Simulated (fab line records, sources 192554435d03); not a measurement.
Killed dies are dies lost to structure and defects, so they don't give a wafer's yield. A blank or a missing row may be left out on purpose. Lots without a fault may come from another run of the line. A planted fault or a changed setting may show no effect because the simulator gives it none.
fab line records | flow n5_finfet
record lots=9 wafers=27 last_day=17
route steps=1938 shown HKMG_FIN@398 BEOL_M4@1111 PASSIVATION@1936
lots that met no fault: from a run of the same line without faults
start_h: hours from the record's first day to the start of the lot's first wafer shown | wait_h: hours since the lot's step before | " the same as in the row above | L1.1+2: a row that stands for several wafers | - no value, or no start given | * or withheld: withheld | < > ~ a bound
route shown NAME@n: a module of which the file shows steps, and the number in the route of the first | usual: mean/standard deviation of fault-free wafers | same: alike in all rows | chamber/n: place in a boat | sites: the reading at each site | _std_site: their standard deviation | _edge_site: outer sites' mean less inner sites' | radius_mm: how far each site lies from the wafer's centre | mask NAME#n: copy n | behind: the tool/chamber that last shaped the wafer | hold: why the lot was held/for how many hours/how that ended | device: the transistor (n, p or np) that didn't switch | end of line: the same wafers' tests at the end of the route | a step without rows: its recipe alone | killed: dies lost to structure and defects at the first sort, not the wafer's yield | map: a wafer's dies, x killed, . not, _ none there
set.NAME: the setting as run; set.NAME@STEP: as run at that earlier step | model.NAME: the simulator's own value behind a step, which no gauge read
steps of the route over a sample of lots; a table a step, a row a wafer
services: from which hour (start_h, from the record's first day; less than 0 if before it) a tool's chamber was out of use, for how many hours, and why
## steps
# step N5_HKMG_FIN_CD_MEAS_49
# recipe target_cd_nm=202 landing_energy_ev=500 detector=se_inlens polarity=opening
# usual cd_nm=202.5/0.95
# columns lot.wafer tool chamber start_h wait_h cd_nm
L605.4 cd_sem-01 0 83.85 - 204.1
L605.5 " 0 " " 203.4
L605.6 " 0 " " 203.1
L612.2 cd_sem-02 0 131.61 - 201.7
L612.3 " 0 " " 202.8
L612.5 " 0 " " 202.2
L614.1 cd_sem-02 0 140.06 - 203.7
L614.4 " 0 " " 202.6
L614.5 " 0 " " 202.5
L616.1 cd_sem-01 0 148.93 - 200.8
L616.5 " 0 " " 200.9
L616.6 " 0 " " 201.3
L617.4 cd_sem-02 0 156.00 - 202.4
L617.5 " 0 " " 202.4
L617.6 " 0 " " 202.3
L623.1 cd_sem-01 0 192.94 - 202.4
L623.4 " 0 " " 204.3
L623.5 " 0 " " 203.0
L624.2 cd_sem-01 0 197.76 - 202.7
L624.5 " 0 " " 203.5
L624.6 " 0 " " 203.9
L625.2 cd_sem-02 0 207.46 - 201.6
L625.4 " 0 " " 201.2
L625.5 " 0 " " 203.1
L626.3 cd_sem-03 0 213.52 - 201.5
L626.4 " 0 " " 201.7
L626.5 " 0 " " 202.6
# step N5_HKMG_FIN_THK_MEAS_70
# recipe thk_meas_gauge=xrf reads=HfO2_of_HKMG_FIN_HK_ALD_01
# usual HK_THK=1.585/0.02
# columns lot.wafer tool chamber start_h wait_h HK_THK[nm]
L605.4 film_metro-02 - 86.73 0.2 1.577
L605.5 " - " " 1.607
L605.6 " - " " 1.622
L612.2 film_metro-02 - 134.16 0.2 1.549
L612.3 " - " " 1.577
L612.5 " - " " 1.562
L614.1 film_metro-01 - 142.66 0.2 1.558
L614.4 " - " " 1.582
L614.5 " - " " 1.577
L616.1 film_metro-01 - 151.42 0.2 1.585
L616.5 " - " " 1.588
L616.6 " - " " 1.575
L617.4 film_metro-01 - 158.62 0.2 1.595
L617.5 " - " " 1.588
L617.6 " - " " 1.572
L623.1 film_metro-01 - 195.47 0.2 1.609
L623.4 " - " " 1.599
L623.5 " - " " 1.607
L624.2 film_metro-02 - 200.30 0.2 1.617
L624.5 " - " " 1.570
L624.6 " - " " 1.562
L625.2 film_metro-02 - 209.95 0.2 1.528
L625.4 " - " " 1.590
L625.5 " - " " 1.587
L626.3 film_metro-02 - 216.02 0.2 1.613
L626.4 " - " " 1.580
L626.5 " - " " 1.608
# step N5_HKMG_FIN_EXPOSE_09
# recipe mask_id=NWFM na=1.35 source_shape=conventional sigma_outer=0.8 polarization=unpolarized dose_mj=39.25
# usual exposure_dose_mJ_cm2=39.22/0.038 focus_offset_nm=0.0/0.53 stage_vel_mm_s=500.01/0.26
# columns lot.wafer tool chamber start_h wait_h mask exposure_dose_mJ_cm2 focus_offset_nm stage_vel_mm_s
L605.4 arfi_scanner-03 0 87.49 - NWFM#0 39.16 0.8 499.98
L605.5 " 0 " " NWFM#0 39.15 -0.8 500.29
L605.6 " 0 " " NWFM#0 39.25 -0.7 500.24
L612.2 arfi_scanner-02 0 134.91 - NWFM#0 39.29 1.1 500.31
L612.3 " 0 " " NWFM#0 39.26 0.1 500.66
L612.5 " 0 " " NWFM#0 39.23 0.0 500.57
L614.1 arfi_scanner-02 0 143.29 - NWFM#0 39.16 -0.9 500.14
L614.4 " 0 " " NWFM#0 39.26 -0.2 500.41
L614.5 " 0 " " NWFM#0 39.20 -0.2 500.73
L616.1 arfi_scanner-02 0 152.17 - NWFM#0 39.17 0.0 499.93
L616.5 " 0 " " NWFM#0 39.23 -0.9 500.30
L616.6 " 0 " " NWFM#0 39.21 -0.2 500.09
L617.4 arfi_scanner-03 0 159.39 - NWFM#0 39.28 0.7 499.91
L617.5 " 0 " " NWFM#0 39.23 0.3 500.41
L617.6 " 0 " " NWFM#0 39.26 0.0 500.35
L623.1 arfi_scanner-02 0 196.11 - NWFM#0 39.24 -0.8 500.01
L623.4 " 0 " " NWFM#0 39.18 -0.5 499.81
L623.5 " 0 " " NWFM#0 39.17 -0.5 499.54
L624.2 arfi_scanner-03 0 201.06 - NWFM#0 39.19 -0.1 499.50
L624.5 " 0 " " NWFM#0 39.19 0.3 499.56
L624.6 " 0 " " NWFM#0 39.25 0.2 499.94
L625.2 arfi_scanner-03 0 210.59 - NWFM#0 39.23 -0.7 500.24
L625.4 " 0 " " NWFM#0 39.30 -0.3 500.31
L625.5 " 0 " " NWFM#0 39.22 -0.6 500.23
L626.3 arfi_scanner-01 0 216.78 - NWFM#0 39.24 -0.5 499.45
L626.4 " 0 " " NWFM#0 39.23 0.1 499.85
L626.5 " 0 " " NWFM#0 39.23 0.3 499.98
# step N5_HKMG_FIN_OVL_MEAS_13
# recipe points_per_wafer=44
# usual NWFM_OVL=0.1/0.96
# columns lot.wafer tool chamber start_h wait_h NWFM_OVL[nm]
L605.4 overlay-02 0 87.63 0.0 -0.5
L605.5 " 0 " " 0.2
L605.6 " 0 " " 0.6
L612.2 overlay-01 0 135.06 0.0 -0.1
L612.3 " 0 " " 0.4
L612.5 " 0 " " -0.8
L614.1 overlay-02 0 143.44 0.0 -1.2
L614.4 " 0 " " 0.0
L614.5 " 0 " " 0.0
L616.1 overlay-01 0 152.33 0.0 -0.5
L616.5 " 0 " " -0.8
L616.6 " 0 " " -1.5
L617.4 overlay-02 0 159.53 0.0 -0.3
L617.5 " 0 " " -1.0
L617.6 " 0 " " 0.7
L623.1 overlay-02 0 196.26 0.0 18.2
L623.4 " 0 " " 18.1
L623.5 " 0 " " 18.6
L624.2 overlay-01 0 201.21 0.0 0.6
L624.5 " 0 " " 1.8
L624.6 " 0 " " -0.4
L625.2 overlay-01 0 210.73 0.0 -0.1
L625.4 " 0 " " 0.2
L625.5 " 0 " " 0.6
L626.3 overlay-01 0 216.92 0.0 -0.7
L626.4 " 0 " " -1.2
L626.5 " 0 " " -0.2
# step N5_HKMG_FIN_STRIP_19
# recipe chemistry=N2/H2 power_w=2500 temp_c=300 h2_frac=0.65 time_s=360 pressure_mtorr=withheld n2_flow_sccm=1750 h2_flow_sccm=3250
# usual drypump_motor_current_A=5.8/0.45 heater_power_w=464/13
# columns lot.wafer tool chamber start_h wait_h drypump_motor_current_A heater_power_w rf_hours_counter_h
L605.4 plasma_asher-01 1 88.49 0.1 5.3 494 -
L605.5 " 1 " " 5.3 492 -
L605.6 " 0 " " 5.4 458 -
L612.2 plasma_asher-01 1 135.72 0.0 5.3 474 43
L612.3 " 0 " " 5.4 444 -
L612.5 " 1 " " 5.3 480 -
L614.1 plasma_asher-02 1 144.20 0.1 5.7 464 107
L614.4 " 1 " " 5.7 459 -
L614.5 " 0 " " 6.4 459 -
L616.1 plasma_asher-01 1 153.64 0.0 5.3 496 45
L616.5 " 1 " " 5.3 479 -
L616.6 " 0 " " 5.4 439 -
L617.4 plasma_asher-01 1 160.30 0.1 5.3 473 -
L617.5 " 0 " " 5.4 446 -
L617.6 " 1 " " 5.3 487 -
L623.1 plasma_asher-02 0 197.15 0.0 6.4 458 119
L623.4 " 1 " " 5.7 460 -
L623.5 " 0 " " 6.4 466 -
L624.2 plasma_asher-02 1 201.86 0.0 5.8 463 121
L624.5 " 0 " " 6.4 460 -
L624.6 " 1 " " 5.7 458 -
L625.2 plasma_asher-01 1 211.39 0.0 5.3 482 56
L625.4 " 0 " " 5.4 450 -
L625.5 " 0 " " 5.4 452 -
L626.3 plasma_asher-02 1 218.28 0.1 5.7 454 -
L626.4 " 0 " " 6.4 472 -
L626.5 " 1 " " 5.7 465 -
# step N5_BEOL_M4_RC_MEAS_101
# usual DIBL_N=37.3/2.3 DIBL_P=37.4/2.9 IOFF_N=0.18/0.045 IOFF_P=0.25/0.054 ION_N=679/15 ION_P=468/9.7 SS_N=71.8/0.62 SS_P=73.6/0.76 VT_N=248/4.1 VT_P=-248/3.6
# columns lot.wafer tool chamber start_h wait_h DIBL_N[mV/V] DIBL_P[mV/V] IOFF_N[nA/um] IOFF_P[nA/um] ION_N[uA/um] ION_P[uA/um] SS_N[mV/dec] SS_P[mV/dec] VT_N[mV] VT_P[mV]
L605.4 prober-02 0 189.93 0.5 33.6 32.9 0.12 0.20 655 456 71.0 73.3 252 -247
L605.5 " 0 " " 32.9 33.4 0.12 0.20 667 469 70.7 72.9 255 -248
L605.6 " 0 " " 37.0 36.0 0.18 0.24 675 464 71.3 73.5 247 -249
L612.2 prober-02 0 218.02 0.2 39.1 39.9 0.21 0.28 685 467 71.8 74.1 245 -247
L612.3 " 0 " " 38.3 37.7 0.19 0.24 680 461 71.5 72.9 248 -249
L612.5 " 0 " " 41.6 44.0 0.27 0.34 706 480 73.0 75.6 244 -245
L614.1 prober-02 0 236.47 0.0 38.0 39.3 0.22 0.24 696 471 71.9 73.7 245 -251
L614.4 " 0 " " 37.5 38.2 0.17 0.21 675 455 72.6 73.8 248 -253
L614.5 " 0 " " 39.2 40.2 0.25 0.26 702 467 71.9 73.8 242 -247
L617.4 prober-01 0 242.36 0.5 38.6 39.5 0.19 0.26 668 457 72.1 74.2 248 -251
L617.5 " 0 " " 37.7 38.2 0.17 0.25 683 469 72.4 73.5 248 -251
L617.6 " 0 " " 35.2 35.6 0.12 0.21 647 448 72.0 74.0 253 -252
L616.1 prober-02 0 260.49 0.0 39.9 41.6 0.25 0.33 703 481 71.6 73.8 245 -243
L616.5 " 0 " " 33.8 33.4 0.12 0.18 675 470 71.2 72.9 252 -251
L616.6 " 0 " " 36.5 36.2 0.15 0.22 658 465 71.5 73.8 253 -247
L623.1 prober-01 0 292.03 0.0 38.4 38.8 0.19 0.27 677 475 71.7 73.7 246 -244
L623.4 " 0 " " 36.2 35.8 0.15 0.22 662 462 71.6 72.5 252 -245
L623.5 " 0 " " 38.8 39.9 0.20 0.29 677 469 72.2 73.6 248 -245
L624.2 prober-02 0 295.89 0.2 40.7 41.8 0.23 0.30 679 467 72.8 73.9 244 -248
L624.5 " 0 " " 35.8 35.6 0.14 0.20 662 462 71.7 73.1 252 -252
L624.6 " 0 " " 39.5 41.2 0.22 0.28 677 464 73.2 74.6 246 -249
L625.2 prober-01 0 300.67 0.2 38.2 37.6 0.17 0.22 663 455 72.4 73.6 254 -252
L625.4 " 0 " " 38.9 41.0 0.22 0.31 688 470 72.6 74.6 244 -246
L625.5 " 0 " " 34.8 34.9 0.12 0.19 654 460 71.5 73.9 257 -251
L626.3 prober-02 0 301.76 0.3 38.2 36.8 0.19 0.30 680 476 71.5 73.7 246 -242
L626.4 " 0 " " 37.2 36.0 0.18 0.26 681 468 71.3 73.0 246 -246
L626.5 " 0 " " 34.7 33.0 0.13 0.21 675 472 71.0 72.6 251 -248
# step N5_PASSIVATION_PROBE_49
# usual defect_limited_yield=91.3/1.5 killed_at_M0_to_M3=35/8.7 killed_at_M4_up=14/5.5 killed_at_contacts=11/5.6 killed_at_front_end=39/13 killed_at_other=3.7/2.2 killed_dies=103/18 killed_open=69/14 killed_short=33/7.8 sort_bin_5_function=5.1/0.99 sort_bin_6_memory=3.3/0.67 sort_n_pass=1077/18 sort_yield_pct=91.2/1.5
# same gross_dies=1180 killed_at_back_side=0 sort_bin_4_leakage[%]=0 sort_bin_8_speed[%]=0
# columns lot.wafer tool chamber start_h wait_h defect_limited_yield[%] killed_at_M0_to_M3 killed_at_M4_up killed_at_contacts killed_at_front_end killed_at_other killed_dies killed_open killed_short sort_bin_5_function[%] sort_bin_6_memory[%] sort_n_pass sort_yield_pct[%]
L605.4 prober-01 - 294.20 0.2 91.7 42 13 10 32 1 98 65 33 5.2 2.8 1082 91.7
L605.5 prober-01 - 294.25 0.2 90.8 42 12 12 34 8 108 70 37 5.3 3.7 1072 90.8
L605.6 prober-01 - 294.30 0.3 89.8 46 8 13 48 5 120 76 42 6.3 3.1 1060 89.8
L612.2 prober-01 - 325.68 0.1 91.3 40 21 3 35 4 103 71 30 4.8 3.8 1077 91.3
L612.3 prober-01 - 325.73 0.1 90.4 38 16 6 50 3 113 73 33 5.5 3.6 1067 90.4
L612.5 prober-01 - 325.83 0.2 91.2 30 12 7 49 6 104 58 44 5.4 3.1 1076 91.2
L614.1 prober-02 - 350.42 0.0 94.1 31 7 13 18 1 70 46 24 3.8 1.9 1110 94.1
L614.4 prober-02 - 350.57 0.2 91.1 34 15 19 33 4 105 79 26 6.0 2.5 1075 91.1
L614.5 prober-02 - 350.62 0.2 93.5 34 4 10 28 1 77 44 33 3.6 2.5 1103 93.5
L617.4 prober-02 - 350.93 0.2 91.0 39 11 5 49 2 106 67 39 5.7 3.1 1074 91.0
L617.5 prober-02 - 350.98 0.2 91.9 33 5 13 42 2 95 67 27 5.2 2.4 1085 91.9
L617.6 prober-02 - 351.03 0.3 89.7 44 6 13 57 2 122 86 35 6.4 3.6 1058 89.7
L616.1 prober-02 - 359.58 0.0 93.1 28 11 8 34 0 81 52 29 4.4 2.2 1099 93.1
L616.5 prober-02 - 359.78 0.2 91.8 34 19 6 37 1 97 64 33 5.3 2.5 1083 91.8
L616.6 prober-02 - 359.83 0.3 91.2 36 10 7 44 7 104 64 39 6.0 2.5 1076 91.2
L626.3 prober-01 - 405.04 0.1 89.2 34 13 15 63 3 128 88 39 6.3 4.4 1052 89.2
L626.4 prober-01 - 405.09 0.2 91.2 31 19 8 45 1 104 65 36 5.4 2.9 1076 91.2
L626.5 prober-01 - 405.14 0.2 88.8 37 22 20 50 3 132 90 37 6.8 4.3 1048 88.8
L623.1 prober-02 - 412.42 0.0 92.3 19 19 12 38 3 91 67 22 4.6 2.7 1089 92.3
L623.4 prober-02 - 412.57 0.2 91.5 32 12 12 40 4 100 69 29 4.9 3.1 1080 91.5
L623.5 prober-02 - 412.62 0.2 90.3 32 12 16 52 3 115 77 37 5.7 3.6 1065 90.3
L624.2 prober-01 - 413.45 0.1 90.9 31 18 18 39 1 107 77 26 5.2 3.6 1073 90.9
L624.5 prober-01 - 413.60 0.2 90.7 36 9 25 37 3 110 85 24 5.6 3.5 1070 90.7
L624.6 prober-01 - 413.65 0.3 93.3 30 8 12 29 0 79 44 34 3.2 3.1 1101 93.3
L625.2 prober-02 - 415.42 0.1 90.4 24 26 7 54 2 113 77 29 5.1 3.9 1067 90.4
L625.4 prober-02 - 415.52 0.2 90.8 27 11 7 61 2 108 74 32 5.8 3.1 1072 90.8
L625.5 prober-02 - 415.57 0.2 90.4 30 22 10 44 7 113 82 31 6.0 3.3 1067 90.4
# killed by level:class
L605.4 BEOL_M0_SAQP:geometric_particle:short=14 BEOL_M0_SAQP:geometric_particle:open=10 BEOL_M3:geometric_particle:open=9 FIN_SAQP:geometric_particle:open=8 GATE_CUT:geometric_particle:open=7 MOL_CONTACT_COAG:geometric_particle:open=6 FIN_SAQP:geometric_particle:short=5 BEOL_M4:geometric_particle:open=5
L605.5 BEOL_M0_SAQP:geometric_particle:open=17 BEOL_M0_SAQP:geometric_particle:short=13 MOL_CONTACT_COAG:geometric_particle:open=10 DUMMY_GATE:geometric_particle:open=8 STI_FIN_REVEAL:geometric_particle:open=6 FIN_SAQP:geometric_particle:short=5 BEOL_M3:geometric_particle:open=5 FIN_SAQP:geometric_particle:open=3
L605.6 BEOL_M0_SAQP:geometric_particle:short=13 STI_FIN_REVEAL:geometric_particle:open=12 MOL_CONTACT_COAG:geometric_particle:open=10 BEOL_M0_SAQP:geometric_particle:open=9 BEOL_M3:geometric_particle:open=9 GATE_CUT:geometric_particle:open=8 GATE_CUT:geometric_particle:short=7 BEOL_M1:geometric_particle:open=6
L612.2 BEOL_M2:geometric_particle:open=11 BEOL_M1:geometric_particle:open=9 BEOL_M4:geometric_particle:open=9 FIN_SAQP:geometric_particle:short=8 FIN_SAQP:geometric_particle:open=8 BEOL_M0_SAQP:geometric_particle:short=6 BEOL_M0:geometric_particle:open=5 DUMMY_GATE:geometric_particle:open=4
L612.3 BEOL_M3:geometric_particle:open=13 STI_FIN_REVEAL:geometric_particle:open=11 FIN_SAQP:geometric_particle:open=10 FIN_SAQP:geometric_particle:short=7 BEOL_M0_SAQP:geometric_particle:short=7 STARTING-WAFER:geometric_particle:short=7 DUMMY_GATE:geometric_particle:open=5 MOL_CONTACT_COAG:geometric_particle:open=5
L612.5 FIN_SAQP:geometric_particle:short=22 FIN_SAQP:geometric_particle:open=12 BEOL_M3:geometric_particle:open=9 MOL_CONTACT_COAG:geometric_particle:open=7 BEOL_M0_SAQP:geometric_particle:short=6 STI_FIN_REVEAL:geometric_particle:open=5 BEOL_M1:geometric_particle:open=5 BEOL_M0_SAQP:geometric_particle:open=4
L614.1 MOL_CONTACT_COAG:geometric_particle:open=12 BEOL_M0_SAQP:geometric_particle:short=7 BEOL_M1:geometric_particle:open=6 BEOL_M0:geometric_particle:open=5 BEOL_M3:geometric_particle:open=5 FIN_SAQP:geometric_particle:open=4 STI_FIN_REVEAL:geometric_particle:open=4 FIN_SAQP:geometric_particle:short=3
L614.4 MOL_CONTACT_COAG:geometric_particle:open=16 FIN_SAQP:geometric_particle:open=14 BEOL_M2:geometric_particle:open=11 FIN_SAQP:geometric_particle:short=9 BEOL_M0_SAQP:geometric_particle:open=9 BEOL_M4:geometric_particle:open=9 BEOL_M3:geometric_particle:open=5 MOL_CONTACT_COAG:geometric_particle:short=3
L614.5 FIN_SAQP:geometric_particle:open=9 BEOL_M0_SAQP:geometric_particle:short=9 FIN_SAQP:geometric_particle:short=8 BEOL_M0_SAQP:geometric_particle:open=8 MOL_CONTACT_COAG:geometric_particle:open=7 BEOL_M1:geometric_particle:open=5 MOL_CONTACT_COAG:geometric_particle:short=3 BEOL_M3:geometric_particle:open=3
L617.4 FIN_SAQP:geometric_particle:short=12 STI_FIN_REVEAL:geometric_particle:open=12 BEOL_M3:geometric_particle:open=9 FIN_SAQP:geometric_particle:open=8 BEOL_M0_SAQP:geometric_particle:short=8 BEOL_M0_SAQP:geometric_particle:open=8 BEOL_M2:geometric_particle:open=6 STI_FIN_REVEAL:geometric_particle:short=4
L617.5 FIN_SAQP:geometric_particle:open=10 STI_FIN_REVEAL:geometric_particle:open=10 MOL_CONTACT_COAG:geometric_particle:open=10 BEOL_M0_SAQP:geometric_particle:short=9 BEOL_M0_SAQP:geometric_particle:open=6 STI_FIN_REVEAL:geometric_particle:short=5 BEOL_M1:geometric_particle:open=5 BEOL_M2:geometric_particle:open=4
L617.6 STI_FIN_REVEAL:geometric_particle:open=21 BEOL_M2:geometric_particle:open=16 MOL_CONTACT_COAG:geometric_particle:open=12 BEOL_M0_SAQP:geometric_particle:short=11 DUMMY_GATE:geometric_particle:open=7 ILD0:geometric_particle:open=6 BEOL_M0_SAQP:geometric_particle:open=6 FIN_SAQP:geometric_particle:open=5
L616.1 FIN_SAQP:geometric_particle:short=12 FIN_SAQP:geometric_particle:open=8 MOL_CONTACT_COAG:geometric_particle:open=7 BEOL_M0_SAQP:geometric_particle:open=7 BEOL_M1:geometric_particle:open=6 BEOL_M4:geometric_particle:open=5 BEOL_M0_SAQP:geometric_particle:short=4 STI_FIN_REVEAL:geometric_particle:open=3
L616.5 FIN_SAQP:geometric_particle:short=11 FIN_SAQP:geometric_particle:open=10 BEOL_M4:geometric_particle:open=10 BEOL_M0_SAQP:geometric_particle:open=9 DUMMY_GATE:geometric_particle:open=6 MOL_CONTACT_COAG:geometric_particle:open=6 BEOL_M1:geometric_particle:open=6 BEOL_M0_SAQP:geometric_particle:short=4
L616.6 FIN_SAQP:geometric_particle:open=13 FIN_SAQP:geometric_particle:short=11 BEOL_M0_SAQP:geometric_particle:open=7 BEOL_M1:geometric_particle:open=6 STI_FIN_REVEAL:geometric_particle:open=5 MOL_CONTACT_COAG:geometric_particle:open=5 BEOL_M0_SAQP:geometric_particle:short=5 BEOL_M2:geometric_particle:open=5
L626.3 FIN_SAQP:geometric_particle:open=25 MOL_CONTACT_COAG:geometric_particle:open=14 STI_FIN_REVEAL:geometric_particle:open=13 FIN_SAQP:geometric_particle:short=12 BEOL_M0_SAQP:geometric_particle:open=12 BEOL_M3:geometric_particle:open=6 BEOL_M0_SAQP:geometric_particle:short=5 BEOL_M4:geometric_particle:open=5
L626.4 FIN_SAQP:geometric_particle:open=12 BEOL_M0_SAQP:geometric_particle:short=7 BEOL_M4:geometric_particle:open=7 MOL_CONTACT_COAG:geometric_particle:open=6 GATE_CUT:geometric_particle:short=5 BEOL_M0_SAQP:geometric_particle:open=5 BEOL_M0:geometric_particle:short=5 GATE_CUT:geometric_particle:open=4
L626.5 FIN_SAQP:geometric_particle:open=16 MOL_CONTACT_COAG:geometric_particle:open=15 FIN_SAQP:geometric_particle:short=12 BEOL_M0_SAQP:geometric_particle:open=11 BEOL_M4:geometric_particle:open=10 STI_FIN_REVEAL:geometric_particle:open=10 BEOL_M1:geometric_particle:open=7 BEOL_M0_SAQP:geometric_particle:short=5
L623.1 STI_FIN_REVEAL:geometric_particle:open=15 BEOL_M4:geometric_particle:open=13 MOL_CONTACT_COAG:geometric_particle:open=11 DUMMY_GATE:geometric_particle:open=9 BEOL_M1:geometric_particle:open=6 FIN_SAQP:geometric_particle:open=4 BEOL_M0_SAQP:geometric_particle:open=4 FIN_SAQP:geometric_particle:short=3
L623.4 MOL_CONTACT_COAG:geometric_particle:open=12 FIN_SAQP:geometric_particle:short=10 BEOL_M0_SAQP:geometric_particle:open=9 STI_FIN_REVEAL:geometric_particle:open=7 BEOL_M2:geometric_particle:open=7 DUMMY_GATE:geometric_particle:open=6 SPACER0:geometric_particle:open=6 BEOL_M0_SAQP:geometric_particle:short=6
L623.5 STI_FIN_REVEAL:geometric_particle:open=16 MOL_CONTACT_COAG:geometric_particle:open=16 BEOL_M3:geometric_particle:open=8 GATE_CUT:geometric_particle:open=5 BEOL_M2:geometric_particle:open=5 BEOL_M0_SAQP:geometric_particle:short=5 BEOL_M0_SAQP:geometric_particle:open=5 FIN_SAQP:geometric_particle:open=4
L624.2 MOL_CONTACT_COAG:geometric_particle:open=16 BEOL_M4:geometric_particle:open=11 FIN_SAQP:geometric_particle:open=8 BEOL_M3:geometric_particle:open=8 BEOL_M2:geometric_particle:open=7 DUMMY_GATE:geometric_particle:open=5 GATE_CUT:geometric_particle:short=4 FIN_SAQP:geometric_particle:short=4
L624.5 MOL_CONTACT_COAG:geometric_particle:open=21 FIN_SAQP:geometric_particle:open=17 BEOL_M3:geometric_particle:open=11 BEOL_M2:geometric_particle:open=8 BEOL_M4:geometric_particle:open=6 FIN_SAQP:geometric_particle:short=5 SPACER0:geometric_particle:open=4 MOL_CONTACT_COAG:geometric_particle:short=4
L624.6 BEOL_M0_SAQP:geometric_particle:short=10 MOL_CONTACT_COAG:geometric_particle:open=8 BEOL_M3:geometric_particle:open=7 FIN_SAQP:geometric_particle:open=5 FIN_SAQP:geometric_particle:short=5 STARTING-WAFER:geometric_particle:short=5 STI_FIN_REVEAL:geometric_particle:open=4 MOL_CONTACT_COAG:geometric_particle:short=4
L625.2 FIN_SAQP:geometric_particle:open=20 BEOL_M4:geometric_particle:open=10 FIN_SAQP:geometric_particle:short=8 BEOL_M3:geometric_particle:open=7 MOL_CONTACT_COAG:geometric_particle:open=6 HKMG_FIN:area_etch=5 STI_FIN_REVEAL:geometric_particle:open=4 BEOL_M2:geometric_particle:open=4
L625.4 STI_FIN_REVEAL:geometric_particle:open=29 DUMMY_GATE:geometric_particle:open=6 MOL_CONTACT_COAG:geometric_particle:open=6 BEOL_M1:geometric_particle:open=5 BEOL_M3:geometric_particle:open=5 BEOL_M3:geometric_particle:short=5 BEOL_M4:geometric_particle:open=5 STARTING-WAFER:geometric_particle:short=5
L625.5 BEOL_M4:geometric_particle:open=16 STI_FIN_REVEAL:geometric_particle:open=14 MOL_CONTACT_COAG:geometric_particle:open=10 FIN_SAQP:geometric_particle:open=9 GATE_CUT:geometric_particle:short=9 BEOL_M1:geometric_particle:open=9 BEOL_M0_SAQP:geometric_particle:short=7 BEOL_M0_SAQP:geometric_particle:open=6
## services
# columns tool chamber start_h hours kind
arfi_scanner-02 - 64.00 3.9 pm
arfi_scanner-01 - 69.98 4.2 repair
plasma_asher-01 - 72.72 14.6 pm
arfi_scanner-01 - 76.74 1.8 repair
arfi_scanner-02 - 80.24 36.0 pm
arfi_scanner-03 - 96.91 0.4 repair
arfi_scanner-03 - 105.85 1.0 pm
arfi_scanner-01 - 109.97 0.8 pm
arfi_scanner-02 - 116.24 1.0 pm
arfi_scanner-02 - 117.24 4.9 pm
arfi_scanner-01 - 123.53 68.5 repair
arfi_scanner-03 - 127.10 5.3 repair
arfi_scanner-02 - 129.96 1.2 repair
arfi_scanner-02 - 132.80 1.3 pm
arfi_scanner-03 - 137.90 1.3 pm
arfi_scanner-03 - 151.07 4.9 pm
plasma_asher-01 - 156.52 0.4 repair
arfi_scanner-03 - 169.38 0.8 pm
arfi_scanner-02 - 175.61 1.5 pm
arfi_scanner-03 - 183.49 3.9 pm
arfi_scanner-01 - 192.06 1.0 pm
arfi_scanner-03 - 193.25 1.0 pm
arfi_scanner-01 - 193.68 10.6 repair
arfi_scanner-02 - 217.48 0.8 pm
## key
first_sign step=N5_HKMG_FIN_OVL_MEAS_13 reading=NWFM_OVL direction=up sigmas=19 usual=0.1 struck=18.3
effect none on later readings
met_at N5_HKMG_FIN_EXPOSE_09
struck_lots L623
not_acting_at N5_HKMG_FIN_CD_MEAS_49,N5_HKMG_FIN_THK_MEAS_70,N5_HKMG_FIN_STRIP_19
onset_between 152.17 196.11
fault kind=scanner_matching_overlay tool=arfi_scanner-02 chamber=- onset_h=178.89 steps=N5_HKMG_FIN_EXPOSE_09 offset=19.985
